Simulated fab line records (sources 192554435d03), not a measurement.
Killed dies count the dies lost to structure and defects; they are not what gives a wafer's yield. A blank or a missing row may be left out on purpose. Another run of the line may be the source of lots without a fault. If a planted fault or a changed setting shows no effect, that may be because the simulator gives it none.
fab line records	flow n5Finfet
record lots=24	wafers=72	lastDay=17
route steps=1938 shown BEOL_M7@1300 BEOL_M8@1346
lots that met no fault: taken from a fault-free run of the same line
startH: hours from the record's opening day to when the first of the lot's shown wafers began	waitH: hours elapsed since this lot's preceding step	" as in the row above	L1.1+2: one row covering several wafers at once	- value missing, or start not given	* or withheld: withheld	< > ~ a bound
route shown NAME@n: names a module that has steps shown in the file, with the first one's number in the route	usual: mean and standard deviation over wafers with no fault	same: alike in all rows	chamber/n: place in a boat	sites: the reading at each site	_std_site: standard deviation across them	_edge_site: outer sites' mean less inner sites'	radiusMm: for every site, how far away it sits from the centre of the wafer	mask NAME#n: copy n	behind: the last tool/chamber to shape the wafer	hold: the reason the lot was held/the length of the hold in hours/how it ended	device: names the non-switching transistor (n, p or np)	end of line: tests of these same wafers at the route's end	a step given without rows: its recipe and nothing more	killed: count of dies lost to structure and defects at first sort (not the wafer's yield)	map: dies across one wafer; x = killed, . = not, _ = none there
set.NAME: setting as actually run; set.NAME@STEP: the setting as run at that earlier step	model.NAME: the simulator's own value behind a step, which no gauge read
one table for each step of the route and one row for each wafer, over a sample of lots
services: from which hour (startH, from the record's first day; less than 0 if before it) a tool's chamber was out of use, for how many hours, and why
## steps
# step N5_BEOL_M7_ETCH_72
# recipe chemistry=N2/H2	target=underlayer	targetDepthA=65	maskMaterial=CAR-EUV	timeS=5.2	ionEnergyEv=200	pressureMtorr=30	sourceW=840	biasW=150	n2FlowSccm=200	h2FlowSccm=200	ends=cleared
# usual drypumpMotorCurrentA=5.9/0.31	etchRfOnTimeS=5.15/0.15	oesProductAu=0.68/0.073	rfVppV=523.5/2.6	showerheadPlenumPTorr=2.55/0.083	throttleValvePct=17.93/0.23
lot.wafer	tool	chamber	startH	waitH	drypumpMotorCurrentA	etchRfOnTimeS	oesProductAu	rfHoursCounterH	rfVppV	showerheadPlenumPTorr	throttleValvePct
L075.2	rieDiel-05	3	193.46	0.0	6.1	5.17	0.63	184	527.0	2.62	17.91
L075.5	"	0	"	"	5.6	5.33	0.63	-	522.5	2.53	18.11
L075.6	"	3	"	"	6.1	5.24	0.62	-	527.8	2.62	17.89
L074.2	rieDiel-02	2	198.59	0.0	6.2	5.07	0.83	1	528.2	2.75	17.98
L074.4	"	0	"	"	5.6	5.26	0.61	190	525.9	2.65	18.07
L074.6	"	3	"	"	6.1	4.95	0.83	-	523.7	2.58	17.78
L076.3	rieDiel-02	3	209.91	0.0	6.1	4.98	0.82	14	527.6	2.58	17.78
L076.4	"	1	"	"	6.6	5.39	0.60	183	524.4	2.53	18.06
L076.5	"	0	"	"	5.6	5.34	0.60	-	527.9	2.65	18.06
L077.1	rieDiel-01	3	214.49	0.0	5.9	5.33	0.62	185	519.9	2.42	17.93
L077.2	"	2	"	"	5.6	5.12	0.76	40	525.3	2.59	17.63
L077.5	"	1	"	"	6.2	5.08	0.66	-	522.8	2.54	17.69
L078.1	rieDiel-05	2	217.74	0.0	5.7	5.07	0.74	53	522.9	2.47	17.73
L078.4	"	3	"	"	6.1	5.27	0.62	192	524.0	2.62	17.92
L078.6	"	0	"	"	5.6	5.33	0.62	-	521.7	2.53	18.11
L080.2	rieDiel-02	3	217.74	0.0	6.1	4.99	0.82	16	525.2	2.58	17.82
L080.4	"	2	"	"	6.2	4.98	0.81	7	529.3	2.75	18.00
L080.5	"	3	"	"	6.1	5.01	0.81	-	525.2	2.58	17.78
L079.2	rieDiel-01	1	218.03	0.0	6.2	5.06	0.66	140	524.9	2.54	17.71
L079.4	"	0	"	"	6.1	4.94	0.79	17	526.0	2.61	17.60
L079.6	"	3	"	"	5.9	5.30	0.61	-	519.1	2.42	17.95
L081.4	rieDiel-01	0	241.05	0.0	6.1	4.92	0.78	24	524.8	2.61	17.63
L081.5	"	2	"	"	5.6	5.10	0.74	-	526.0	2.59	17.64
L081.6	"	1	"	"	6.2	5.01	0.67	-	523.2	2.54	17.70
L083.3	rieDiel-01	1	244.35	0.0	6.2	5.10	0.66	147	522.9	2.54	17.70
L083.4	"	2	"	"	5.6	5.18	0.74	48	524.7	2.59	17.64
L083.6	"	2	"	"	5.6	5.18	0.75	-	523.5	2.59	17.63
L082.3	rieDiel-05	2	246.99	0.0	5.7	5.01	0.74	61	521.2	2.47	17.75
L082.5	"	1	"	"	5.5	4.85	0.67	-	521.1	2.47	18.37
L082.6	"	0	"	"	5.5	5.27	0.61	-	523.4	2.52	18.13
L085.2	rieDiel-01	2	253.30	0.0	5.5	5.23	0.73	50	521.8	2.58	17.64
L085.3	"	1	"	"	6.2	5.10	0.65	149	524.4	2.54	17.72
L085.6	"	0	"	"	6.1	4.93	0.77	-	525.7	2.61	17.59
L084.1	rieDiel-01	2	266.88	0.0	5.6	5.22	0.74	54	523.8	2.58	17.68
L084.3	"	1	"	"	6.2	5.08	0.66	153	523.9	2.54	17.70
L084.4	"	3	"	"	5.9	5.39	0.60	200	518.1	2.41	17.94
L086.2	rieDiel-05	2	267.05	0.0	5.7	5.09	0.72	68	523.5	2.47	17.76
L086.3	"	3	"	"	6.1	5.23	0.61	207	527.0	2.61	17.96
L086.6	"	1	"	"	5.5	4.94	0.65	-	521.2	2.47	18.38
L087.2	rieDiel-05	0	272.60	0.0	5.5	5.32	0.62	225	525.0	2.52	18.14
L087.4	"	1	"	"	5.5	4.89	0.67	170	520.2	2.47	18.38
L087.6	"	0	"	"	5.5	5.33	0.61	-	523.0	2.52	18.13
L088.2	rieDiel-05	0	292.36	0.0	5.6	5.32	0.60	230	524.5	2.52	18.13
L088.4	"	2	"	"	5.7	5.16	0.71	75	522.1	2.46	17.78
L088.6	"	1	"	"	5.5	4.97	0.65	-	521.6	2.46	18.39
L089.1	rieDiel-02	2	292.41	0.0	6.2	5.10	0.76	28	527.5	2.74	18.01
L089.4	"	1	"	"	6.6	5.34	0.60	205	523.5	2.52	18.10
L089.6	"	1	"	"	6.6	5.36	0.60	-	521.5	2.53	18.09
L090.2	rieDiel-01	0	303.75	0.0	6.1	4.95	0.75	42	523.7	2.60	17.63
L090.4	"	1	"	"	6.2	5.03	0.65	164	524.6	2.53	17.73
L090.6	"	3	"	"	5.9	5.33	0.60	-	520.0	2.41	17.96
L091.3	rieDiel-05	2	306.54	0.0	5.7	5.09	0.71	77	521.8	2.46	17.77
L091.4	"	0	"	"	5.5	5.23	0.61	233	523.1	2.52	18.15
L091.6	"	0	"	"	5.5	5.21	0.62	-	524.1	2.52	18.18
L093.4	rieDiel-05	2	309.75	0.0	5.7	5.17	0.71	78	521.3	2.46	17.76
L093.5	"	1	"	"	5.5	4.95	0.65	-	521.6	2.46	18.39
L093.6	"	2	"	"	5.7	5.23	0.70	-	522.4	2.46	17.77
L094.1	rieDiel-01	0	317.05	0.0	6.1	4.98	0.74	45	524.8	2.60	17.63
L094.4	"	1	"	"	6.2	5.10	0.63	167	524.2	2.53	17.74
L094.6	"	2	"	"	5.5	5.18	0.72	-	524.6	2.58	17.67
L092.1	rieDiel-01	3	319.41	0.0	5.9	5.33	0.60	213	520.6	2.41	17.97
L092.3	"	1	"	"	6.2	5.09	0.64	168	524.9	2.53	17.71
L092.4	"	2	"	"	5.5	5.22	0.71	70	523.3	2.58	17.67
L095.2	rieDiel-05	2	323.93	0.0	5.7	5.11	0.69	83	521.3	2.46	17.78
L095.5	"	3	"	"	6.1	5.29	0.59	-	525.6	2.61	17.99
L095.6	"	2	"	"	5.7	5.08	0.70	-	521.3	2.46	17.78
L096.2	rieDiel-02	2	327.58	0.0	6.1	4.96	0.76	39	528.8	2.73	18.05
L096.4	"	1	"	"	6.6	5.41	0.59	214	524.2	2.52	18.08
L096.5	"	0	"	"	5.6	5.28	0.57	-	524.8	2.63	18.13
L097.2	rieDiel-02	0	329.63	0.0	5.6	5.31	0.59	228	526.4	2.63	18.09
L097.5	"	0	"	"	5.6	5.29	0.58	-	523.4	2.63	18.09
L097.6	"	1	"	"	6.6	5.40	0.58	-	521.8	2.52	18.08
# step N5_BEOL_M7_OCD_MEAS_38
# usual trenchDepthNm=93.7/2.2
lot.wafer	tool	chamber	startH	waitH	trenchDepthNm
L075.2	ocd-01	-	193.86	-	92.4
L075.5	"	-	"	"	92.2
L075.6	"	-	"	"	91.8
L074.2	ocd-01	-	198.99	-	94.7
L074.4	"	-	"	"	92.3
L074.6	"	-	"	"	94.7
L076.3	ocd-01	-	210.31	-	95.5
L076.4	"	-	"	"	88.6
L076.5	"	-	"	"	92.0
L077.1	ocd-01	-	214.88	-	93.0
L077.2	"	-	"	"	92.9
L077.5	"	-	"	"	96.9
L080.2	ocd-02	-	218.14	-	93.9
L080.4	"	-	"	"	96.8
L080.5	"	-	"	"	95.1
L078.1	ocd-01	-	218.14	-	94.3
L078.4	"	-	"	"	92.9
L078.6	"	-	"	"	93.3
L079.2	ocd-02	-	218.42	-	94.5
L079.4	"	-	"	"	94.9
L079.6	"	-	"	"	91.2
L081.4	ocd-02	-	241.45	-	96.7
L081.5	"	-	"	"	92.8
L081.6	"	-	"	"	94.6
L083.3	ocd-02	-	244.75	-	94.0
L083.4	"	-	"	"	90.8
L083.6	"	-	"	"	91.3
L082.3	ocd-02	-	247.38	-	94.5
L082.5	"	-	"	"	97.2
L082.6	"	-	"	"	93.5
L085.2	ocd-02	-	253.70	-	94.0
L085.3	"	-	"	"	96.0
L085.6	"	-	"	"	96.8
L084.1	ocd-01	-	267.27	-	92.2
L084.3	"	-	"	"	94.4
L084.4	"	-	"	"	91.2
L086.2	ocd-02	-	267.45	-	92.5
L086.3	"	-	"	"	91.8
L086.6	"	-	"	"	96.2
L087.2	ocd-02	-	273.00	-	94.0
L087.4	"	-	"	"	96.7
L087.6	"	-	"	"	92.2
L088.2	ocd-02	-	292.76	-	93.0
L088.4	"	-	"	"	92.9
L088.6	"	-	"	"	96.9
L089.1	ocd-01	-	292.80	-	96.1
L089.4	"	-	"	"	89.8
L089.6	"	-	"	"	90.0
L090.2	ocd-02	-	304.15	-	96.5
L090.4	"	-	"	"	96.5
L090.6	"	-	"	"	93.4
L091.3	ocd-02	-	306.93	-	92.3
L091.4	"	-	"	"	93.7
L091.6	"	-	"	"	93.4
L093.4	ocd-02	-	310.15	-	93.8
L093.5	"	-	"	"	98.8
L093.6	"	-	"	"	94.2
L094.1	ocd-01	-	317.45	-	95.2
L094.4	"	-	"	"	95.5
L094.6	"	-	"	"	92.4
L092.1	ocd-02	-	319.80	-	91.3
L092.3	"	-	"	"	95.4
L092.4	"	-	"	"	92.6
L095.2	ocd-02	-	324.33	-	93.2
L095.5	"	-	"	"	90.4
L095.6	"	-	"	"	92.1
L096.2	ocd-01	-	327.98	-	97.9
L096.4	"	-	"	"	88.9
L096.5	"	-	"	"	92.6
L097.2	ocd-02	-	330.02	-	93.1
L097.5	"	-	"	"	93.7
L097.6	"	-	"	"	89.1
# step N5_BEOL_M7_PRE_CLEAN_45
# recipe gas=H2/He	timeS=30	tempC=250
# usual heaterPowerW=323/34
lot.wafer	tool	chamber	startH	waitH	heaterPowerW
L075.2	pvdSputter-03	-	195.12	0.0	330
L075.5	"	-	"	"	312
L075.6	"	-	"	"	288
L074.2	pvdSputter-02	-	200.13	0.0	306
L074.4	"	-	"	"	398
L074.6	"	-	"	"	331
L076.3	pvdSputter-02	-	210.91	0.0	306
L076.4	"	-	"	"	340
L076.5	"	-	"	"	403
L077.1	pvdSputter-03	-	215.64	0.0	327
L077.2	"	-	"	"	288
L077.5	"	-	"	"	303
L080.2	pvdSputter-03	-	218.74	0.0	295
L080.4	"	-	"	"	330
L080.5	"	-	"	"	298
L078.1	pvdSputter-02	-	218.81	0.0	403
L078.4	"	-	"	"	348
L078.6	"	-	"	"	347
L079.2	pvdSputter-02	-	219.02	0.0	404
L079.4	"	-	"	"	340
L079.6	"	-	"	"	354
L081.4	pvdSputter-01	-	242.05	0.0	273
L081.5	"	-	"	"	276
L081.6	"	-	"	"	305
L083.3	pvdSputter-02	-	245.32	0.0	342
L083.4	"	-	"	"	332
L083.6	"	-	"	"	342
L082.3	pvdSputter-01	-	248.05	0.0	364
L082.5	"	-	"	"	283
L082.6	"	-	"	"	364
L085.2	pvdSputter-02	-	254.58	0.0	314
L085.3	"	-	"	"	406
L085.6	"	-	"	"	338
L086.2	pvdSputter-01	-	268.03	0.0	303
L086.3	"	-	"	"	281
L086.6	"	-	"	"	268
L084.1	pvdSputter-03	-	268.14	0.0	291
L084.3	"	-	"	"	300
L084.4	"	-	"	"	312
L087.2	pvdSputter-03	-	273.59	0.0	286
L087.4	"	-	"	"	325
L087.6	"	-	"	"	294
L088.2	pvdSputter-03	-	293.48	0.0	278
L088.4	"	-	"	"	308
L088.6	"	-	"	"	288
L089.1	pvdSputter-03	-	293.56	0.0	276
L089.4	"	-	"	"	302
L089.6	"	-	"	"	323
L090.2	pvdSputter-03	-	304.85	0.0	328
L090.4	"	-	"	"	280
L090.6	"	-	"	"	297
L091.3	pvdSputter-02	-	307.98	0.0	344
L091.4	"	-	"	"	400
L091.6	"	-	"	"	344
L093.4	pvdSputter-02	-	311.04	0.0	301
L093.5	"	-	"	"	411
L093.6	"	-	"	"	301
L094.1	pvdSputter-03	-	318.20	0.0	300
L094.4	"	-	"	"	318
L094.6	"	-	"	"	314
L092.1	pvdSputter-03	-	321.38	0.0	290
L092.3	"	-	"	"	326
L092.4	"	-	"	"	295
L095.2	pvdSputter-03	-	325.34	0.0	283
L095.5	"	-	"	"	285
L095.6	"	-	"	"	320
L096.2	pvdSputter-01	-	329.16	0.0	269
L096.4	"	-	"	"	316
L096.5	"	-	"	"	278
L097.2	pvdSputter-01	-	330.66	0.0	310
L097.5	"	-	"	"	277
L097.6	"	-	"	"	379
# step N5_BEOL_M7_ALD_77
# recipe material=TaN	targetThkA=20	tempC=275	aldPrecursorFamily=PDMAT	aldCoReactant=NH3	pressureTorr=3	carrierFlowSccm=1500	pulseTimeS=2	purgeTimeS=3	coReactantPurgeTimeS=2	coReactantPulseTimeS=3	aldCycles=40	precursorVesselTempC=75	precursorVesselPressureTorr=26.25	precursorVesselCarrierSccm=1000
# usual chamberPressureTorr=3.001/0.0065	heaterPowerOuterW=222/19	heaterPowerW=413/38
# same coReactantPulseTimeS=3	pulseTimeS=2
lot.wafer	tool	chamber	startH	waitH	chamberPressureTorr	heaterPowerOuterW	heaterPowerW
L075.2	aldMetal-02	1	195.31	0.2	3.004	201	360
L075.5	"	1	"	"	3.002	204	364
L075.6	"	0	"	"	2.995	201	373
L074.2	aldMetal-03	2	200.26	0.1	3.003	204	360
L074.4	"	3	"	"	3.005	234	459
L074.6	"	3	"	"	2.994	242	483
L076.3	aldMetal-01	2	210.98	0.0	2.996	240	417
L076.4	"	0	"	"	3.000	238	473
L076.5	"	0	"	"	2.998	241	464
L077.1	aldMetal-01	1	215.71	0.0	3.001	255	456
L077.2	"	0	"	"	2.994	238	460
L077.5	"	3	"	"	2.994	216	399
L080.2	aldMetal-01	3	218.84	0.1	3.003	223	402
L080.4	"	2	"	"	3.002	244	422
L080.5	"	1	"	"	3.013	256	450
L078.1	aldMetal-02	0	218.87	0.0	2.985	197	389
L078.4	"	1	"	"	3.003	200	354
L078.6	"	2	"	"	3.005	218	425
L079.2	aldMetal-03	3	219.08	0.0	2.997	237	451
L079.4	"	1	"	"	3.007	199	378
L079.6	"	2	"	"	3.014	200	356
L081.4	aldMetal-01	3	242.11	0.0	2.997	214	402
L081.5	"	1	"	"	3.007	256	455
L081.6	"	2	"	"	3.003	250	423
L083.3	aldMetal-01	0	245.39	0.0	3.001	239	469
L083.4	"	3	"	"	3.002	214	403
L083.6	"	1	"	"	2.997	260	446
L082.3	aldMetal-02	2	248.24	0.2	2.998	227	430
L082.5	"	1	"	"	3.002	195	364
L082.6	"	0	"	"	3.006	200	388
L085.2	aldMetal-02	2	254.64	0.0	3.000	222	425
L085.3	"	0	"	"	2.999	201	373
L085.6	"	1	"	"	2.992	202	359
L086.2	aldMetal-02	0	268.09	0.0	2.999	193	376
L086.3	"	2	"	"	2.999	224	432
L086.6	"	0	"	"	3.009	195	381
L084.1	aldMetal-03	0	268.20	0.0	3.009	224	431
L084.3	"	2	"	"	3.001	196	353
L084.4	"	1	"	"	3.000	197	383
L087.2	aldMetal-02	1	273.71	0.1	3.001	206	348
L087.4	"	3	"	"	3.007	220	389
L087.6	"	3	"	"	2.999	216	392
L088.2	aldMetal-03	0	293.56	0.1	2.990	227	435
L088.4	"	2	"	"	3.003	204	362
L088.6	"	0	"	"	2.997	221	442
L089.1	aldMetal-01	0	293.67	0.1	3.005	237	473
L089.4	"	3	"	"	3.011	213	404
L089.6	"	3	"	"	3.000	216	410
L090.2	aldMetal-03	0	304.91	0.0	3.005	222	426
L090.4	"	2	"	"	2.996	204	349
L090.6	"	1	"	"	3.001	196	378
L091.3	aldMetal-01	0	308.22	0.2	3.002	237	461
L091.4	"	3	"	"	2.998	212	403
L091.6	"	1	"	"	2.996	247	456
L093.4	aldMetal-02	0	311.19	0.1	3.017	204	383
L093.5	"	3	"	"	3.003	219	389
L093.6	"	0	"	"	3.008	193	382
L094.1	aldMetal-02	0	318.49	0.3	3.001	200	380
L094.4	"	3	"	"	3.000	220	390
L094.6	"	2	"	"	2.995	232	421
L092.1	aldMetal-02	2	321.64	0.2	2.994	228	424
L092.3	"	3	"	"	3.009	224	401
L092.4	"	1	"	"	3.005	204	354
L095.2	aldMetal-03	0	325.40	0.0	3.003	225	450
L095.5	"	2	"	"	2.998	201	357
L095.6	"	3	"	"	2.995	236	467
L096.2	aldMetal-03	2	329.24	0.1	2.997	200	354
L096.4	"	1	"	"	3.005	199	386
L096.5	"	2	"	"	2.993	202	360
L097.2	aldMetal-01	2	330.82	0.1	2.995	242	444
L097.5	"	0	"	"	3.002	233	479
L097.6	"	3	"	"	2.992	216	405
# step N5_BEOL_M7_THK_MEAS_53
# recipe thkMeasGauge=xrf	reads=Cu_of_BEOL_M7_ECD_50
# usual M7_THK=78.6/2.7
lot.wafer	tool	chamber	startH	waitH	M7_THK[nm]
L075.2	filmMetro-02	-	198.48	-	77.1
L075.5	"	-	"	"	76.4
L075.6	"	-	"	"	77.0
L074.2	filmMetro-02	-	202.22	-	80.1
L074.4	"	-	"	"	74.4
L074.6	"	-	"	"	78.4
L076.3	filmMetro-01	-	212.32	-	79.2
L076.4	"	-	"	"	72.1
L076.5	"	-	"	"	76.9
L077.1	filmMetro-01	-	217.36	-	77.8
L077.2	"	-	"	"	78.2
L077.5	"	-	"	"	81.0
L078.1	filmMetro-01	-	221.87	-	78.1
L078.4	"	-	"	"	77.4
L078.6	"	-	"	"	76.5
L080.2	filmMetro-01	-	221.90	-	77.7
L080.4	"	-	"	"	81.3
L080.5	"	-	"	"	80.6
L079.2	filmMetro-01	-	223.70	-	79.4
L079.4	"	-	"	"	80.4
L079.6	"	-	"	"	73.5
L081.4	filmMetro-01	-	244.43	-	80.8
L081.5	"	-	"	"	79.2
L081.6	"	-	"	"	79.1
L083.3	filmMetro-01	-	246.97	-	79.2
L083.4	"	-	"	"	75.4
L083.6	"	-	"	"	76.4
L082.3	filmMetro-02	-	250.29	-	81.3
L082.5	"	-	"	"	83.3
L082.6	"	-	"	"	76.6
L085.2	filmMetro-01	-	255.98	-	82.8
L085.3	"	-	"	"	80.4
L085.6	"	-	"	"	83.0
L086.2	filmMetro-02	-	269.44	-	77.4
L086.3	"	-	"	"	75.7
L086.6	"	-	"	"	81.0
L084.1	filmMetro-02	-	269.67	-	77.0
L084.3	"	-	"	"	81.2
L084.4	"	-	"	"	75.9
L087.2	filmMetro-02	-	275.21	-	79.3
L087.4	"	-	"	"	81.6
L087.6	"	-	"	"	77.0
L088.2	filmMetro-01	-	295.26	-	76.5
L088.4	"	-	"	"	79.0
L088.6	"	-	"	"	81.3
L089.1	filmMetro-01	-	295.34	-	80.5
L089.4	"	-	"	"	75.5
L089.6	"	-	"	"	74.8
L090.2	filmMetro-01	-	306.81	-	79.6
L090.4	"	-	"	"	80.5
L090.6	"	-	"	"	78.8
L091.3	filmMetro-02	-	309.99	-	78.3
L091.4	"	-	"	"	79.4
L091.6	"	-	"	"	78.4
L093.4	filmMetro-01	-	312.54	-	81.2
L093.5	"	-	"	"	83.6
L093.6	"	-	"	"	81.4
L094.1	filmMetro-02	-	319.88	-	80.5
L094.4	"	-	"	"	79.8
L094.6	"	-	"	"	80.0
L092.1	filmMetro-02	-	323.60	-	76.2
L092.3	"	-	"	"	80.5
L092.4	"	-	"	"	79.4
L095.2	filmMetro-02	-	326.82	-	76.9
L095.5	"	-	"	"	73.3
L095.6	"	-	"	"	77.2
L096.2	filmMetro-01	-	330.59	-	83.9
L096.4	"	-	"	"	74.0
L096.5	"	-	"	"	76.2
L097.2	filmMetro-01	-	332.18	-	80.4
L097.5	"	-	"	"	79.3
L097.6	"	-	"	"	74.4
# step N5_BEOL_M8_OVL_MEAS_12
# recipe pointsPerWafer=44
# usual M8_OVL=0.3/0.75
lot.wafer	tool	chamber	startH	waitH	M8_OVL[nm]
L075.2	overlay-01	0	200.16	0.0	-0.6
L075.5	"	0	"	"	0.8
L075.6	"	0	"	"	0.4
L074.2	overlay-02	0	207.74	0.0	0.7
L074.4	"	0	"	"	-0.3
L074.6	"	0	"	"	-0.9
L076.3	overlay-02	0	214.11	0.0	0.5
L076.4	"	0	"	"	-0.8
L076.5	"	0	"	"	0.9
L077.1	overlay-02	0	218.90	0.0	0.3
L077.2	"	0	"	"	0.1
L077.5	"	0	"	"	-0.1
L078.1	overlay-01	0	223.85	0.0	0.2
L078.4	"	0	"	"	0.1
L078.6	"	0	"	"	0.5
L080.2	overlay-01	0	224.20	0.0	1.5
L080.4	"	0	"	"	1.7
L080.5	"	0	"	"	1.8
L079.2	overlay-01	0	227.18	0.0	-0.5
L079.4	"	0	"	"	0.0
L079.6	"	0	"	"	-0.8
L081.4	overlay-02	0	245.89	0.0	0.8
L081.5	"	0	"	"	1.3
L081.6	"	0	"	"	-0.1
L083.3	overlay-02	0	248.36	0.0	0.6
L083.4	"	0	"	"	-0.1
L083.6	"	0	"	"	-0.4
L082.3	overlay-02	0	252.03	0.0	-0.5
L082.5	"	0	"	"	-0.5
L082.6	"	0	"	"	0.8
L085.2	overlay-02	0	258.51	0.0	0.3
L085.3	"	0	"	"	0.2
L085.6	"	0	"	"	0.4
L086.2	overlay-02	0	273.20	0.0	-0.1
L086.3	"	0	"	"	-0.1
L086.6	"	0	"	"	-0.1
L084.1	overlay-02	0	273.36	0.0	1.5
L084.3	"	0	"	"	1.6
L084.4	"	0	"	"	1.8
L087.2	overlay-02	0	278.95	0.0	-0.8
L087.4	"	0	"	"	0.1
L087.6	"	0	"	"	0.2
L088.2	overlay-02	0	298.21	0.0	-0.6
L088.4	"	0	"	"	-0.6
L088.6	"	0	"	"	-0.4
L089.1	overlay-01	0	298.38	0.0	-0.5
L089.4	"	0	"	"	-1.0
L089.6	"	0	"	"	-0.9
L090.2	overlay-02	0	308.71	0.0	-0.7
L090.4	"	0	"	"	0.3
L090.6	"	0	"	"	0.0
L091.3	overlay-01	0	311.97	0.0	1.1
L091.4	"	0	"	"	0.7
L091.6	"	0	"	"	0.6
L093.4	overlay-02	0	314.59	0.0	0.4
L093.5	"	0	"	"	1.0
L093.6	"	0	"	"	-0.5
L094.1	overlay-02	0	322.07	0.0	1.7
L094.4	"	0	"	"	0.4
L094.6	"	0	"	"	1.3
L092.1	overlay-02	0	325.84	0.0	0.3
L092.3	"	0	"	"	0.7
L092.4	"	0	"	"	0.4
L095.2	overlay-01	0	328.68	0.0	-0.3
L095.5	"	0	"	"	0.3
L095.6	"	0	"	"	-0.2
L096.2	overlay-01	0	332.62	0.0	-0.7
L096.4	"	0	"	"	-0.4
L096.5	"	0	"	"	-0.2
L097.2	overlay-02	0	335.42	0.0	0.6
L097.5	"	0	"	"	-0.8
L097.6	"	0	"	"	0.9
## services
tool	chamber	startH	hours	kind
rieDiel-01	-	169.77	0.6	repair
rieDiel-02	2	178.35	-	clean
rieDiel-02	2	178.35	-	consumableReplace:focusRing
rieDiel-02	2	178.35	-	consumableReplace:showerhead
rieDiel-02	2	178.35	19.3	scheduledDown
rieDiel-02	2	178.35	19.3	ventCycle
rieDiel-02	1	179.29	2.0	repair
rieDiel-02	0	186.27	8.8	repair
rieDiel-05	1	197.71	7.7	repair
rieDiel-02	1	230.86	7.7	repair
rieDiel-02	2	237.49	1.5	repair
rieDiel-01	-	271.14	0.8	repair
aldMetal-03	-	297.93	1.4	repair
rieDiel-05	2	301.90	1.7	repair
aldMetal-01	-	302.70	0.5	repair
aldMetal-02	-	321.90	4.4	repair
aldMetal-01	-	322.42	2.8	pm
## key
fault none
